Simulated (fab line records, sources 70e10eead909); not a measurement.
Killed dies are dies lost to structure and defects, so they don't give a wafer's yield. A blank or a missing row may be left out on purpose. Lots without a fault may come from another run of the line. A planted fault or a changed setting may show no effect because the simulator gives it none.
A struck lot beside a sound one | flow nand_harc | 13 steps out of a route of 1159
Sound: wafers L306.3, L306.5, L306.6. Struck: wafer L317.5. (L317.3 of the same lot was not struck and is left out.) The cause comes at the end.
At each step with rows: each side's tool, then ch and its chambers, then its first start. Under that, the readings that differ: sound wafers | struck wafers | difference of the means | sigmas: that difference in standard deviations of wafers without a fault.
alike: readings whose means differ by less than 2 such deviations, and words and numbers that are the same on both sides. not compared: withheld readings, readings that some wafer has no value for, bounds like >300 that may hide the same value, and numbers for which the record gives no deviation and whose values overlap.
The two part at a step that has a row with sigmas, a row that says differs or no value, or rows on one side only. Numbers that don't overlap but have no deviation are shown without sigmas and don't part them. A reading that every wafer of one side lacks parts them only if that side has two wafers or more.

first, 1 step without rows for these wafers: NHARC_A_SLIT_SRD_20.
NHARC_A_SLIT_CD_MEAS_21:
  sound on cd_sem-03, day 14 18:29; struck on cd_sem-03, day 17 03:27
  alike: cd_nm
then, 3 steps without rows for these wafers: NHARC_A_SIN_REMOVE_WET_00 (chemistry H3PO4, time 15300 s); NHARC_A_SIN_REMOVE_PRECLEAN_01 (cleans in SC1); NHARC_A_SIN_REMOVE_SRD_02.
NHARC_A_SIN_REMOVE_INSPECT_04:
  sound on defect_inspect-01, day 15 01:34; struck on defect_inspect-02, day 17 11:09
  alike: raw_defect_count
NHARC_A_WL_FILL_ALD_00: deposits Al2O3, target thk 3 nm, pulse time 3 s, ald cycles 30.
  sound on ald_hk-03 ch 0,3, day 15 01:40; struck on ald_hk-01 ch 0, day 17 11:18
  alike: heater_power_w, precursor_pulse_height_rel, susceptor_temp_C
NHARC_A_WL_FILL_RTA_01: time 5 s.
  sound on rtp_anneal-01 ch 0, day 15 01:57; struck on rtp_anneal-02 ch 0, day 17 11:32
  reading             | sound          | struck | difference | sigmas
  lamp_power_pct (%)  | 33.3 33.3 33.3 | 35.8   | +2.5       | +2
  lamp_zone_6_pct (%) | 33.2 33.2 33.3 | 35.8   | +2.6       | +2
  alike: wafer_temp_C_max
NHARC_A_WL_FILL_ALD_02: deposits TiN, target thk 2 nm, pulse time 3 s, ald cycles 100.
  sound on ald_metal-01 ch 0,1,2, day 15 02:13; struck on ald_metal-03 ch 3, day 17 11:50
  reading              | sound                | struck | difference | sigmas
  susceptor_temp_C (C) | 450.35 450.44 450.21 | 449.81 | -0.52      | -2
  alike: heater_power_w, precursor_pulse_height_rel
NHARC_A_WL_FILL_CVD_03: deposits W, target thk 40 nm, time 3302 s.
  sound on cvd_w-02 ch 0,1, day 15 05:21; struck on cvd_w-02 ch 1, day 17 14:53
  reading              | sound | struck | difference                   | sigmas
  susceptor_temp_C (C) | - - - | 299.91 | no value on the sound wafers |
  alike: heater_power_w, mfc_ar_sccm, throttle_valve_pct
NHARC_A_WL_FILL_ETCHBACK_04: etches the open film in NF3, target depth 60 nm, time 120 s.
  sound on rie_metal-01 ch 0,1, day 15 07:19; struck on rie_metal-01 ch 0, day 17 15:54
  reading          | sound                | struck | difference | sigmas
  run_length_s (s) | 141.09 140.74 140.94 | 62.97  | -77.95     | -99 or more
  alike: drypump_motor_current_A, oes_product_au
  not compared: rf_hours_counter_h
NHARC_A_WL_FILL_ETCHBACK_05: etches the open film in Cl2/BCl3, target depth 22 nm, time 60 s.
  sound on rie_metal-01 ch 0,1, day 15 07:29; struck on rie_metal-01 ch 1, day 17 16:07
  reading          | sound             | struck | difference | sigmas
  run_length_s (s) | 80.75 80.70 81.16 | 81.58  | +0.71      | +3
  alike: drypump_motor_current_A, oes_product_au
  not compared: rf_hours_counter_h
-- the record jumps here: 4 days lie between the struck wafers' starts before and after (it left off in module A_WL_FILL and takes up again in module END, whose first step shown is number 1159 of the route) --
NHARC_END_SORT_01:
  the record has rows for the struck wafers here (prober-02 ch 0, day 21 17:47) and none for the sound ones

WHERE THEY PART
First at NHARC_A_WL_FILL_RTA_01; last, within this record, at NHARC_END_SORT_01.

WHY: what the simulator had put in
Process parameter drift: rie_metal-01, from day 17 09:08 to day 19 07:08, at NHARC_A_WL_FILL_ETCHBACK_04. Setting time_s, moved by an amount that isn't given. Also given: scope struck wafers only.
